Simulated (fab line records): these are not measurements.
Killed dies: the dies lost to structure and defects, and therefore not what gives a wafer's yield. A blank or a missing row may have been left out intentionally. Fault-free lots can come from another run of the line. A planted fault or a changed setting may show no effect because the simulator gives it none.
Chamber matching ; flow n5_finfet ; N5_SDB_ETCH_17 on rie_diel-05 has 4 sister chambers
The step etches SiARC in CF4, target depth 23.4 nm, time 39 s. 8 wafers are shown with their chamber, then 7 later ones without.

## WAFERS WITH THEIR CHAMBER
wafer;chamber;showerhead_plenum_p_Torr (Torr);drypump_motor_current_A (A)
L076.3;2;2.23;5.6
L077.5;2;2.23;5.7
L077.6;3;2.12;5.5
L081.2;1;2.11;6.2
L082.3;3;2.12;5.5
L082.4;0;2.20;5.3
L088.2;1;2.11;6.2
L088.3;0;2.19;5.4

## WAFERS WHOSE CHAMBER IS MISSING
wafer;showerhead_plenum_p_Torr (Torr);drypump_motor_current_A (A)
L088.6;2.19;5.3
L091.2;2.11;6.2
L091.5;2.19;5.4
L091.6;2.11;5.5
L094.1;2.11;5.5
L094.3;2.10;6.1
L094.4;2.19;5.3

## CHAMBER TAKEN BY EACH
wafer;from the rows above;in truth
L088.6;0;0
L091.2;1;1
L091.5;0;0
L091.6;3;3
L094.1;3;3
L094.3;1;1
L094.4;0;0
Correctly placed: 7 of 7. Not placeable from these rows: 0. 0 placed wrongly.
How it was worked out, from the rows above alone: a wafer's distance from a chamber is the root of the sum, over the readings, of the square of ((its reading less the chamber's mean) divided by the reading's scatter). If the next closest chamber is less than 2 further off than the closest, the wafer can't be placed; otherwise it belongs to the closest. The mean given for a chamber averages the wafers shown for that chamber. The scatter is the square root of a quotient: the sum, over the shown wafers, of each reading's squared deviation from its chamber's mean, divided by wafers minus chambers.
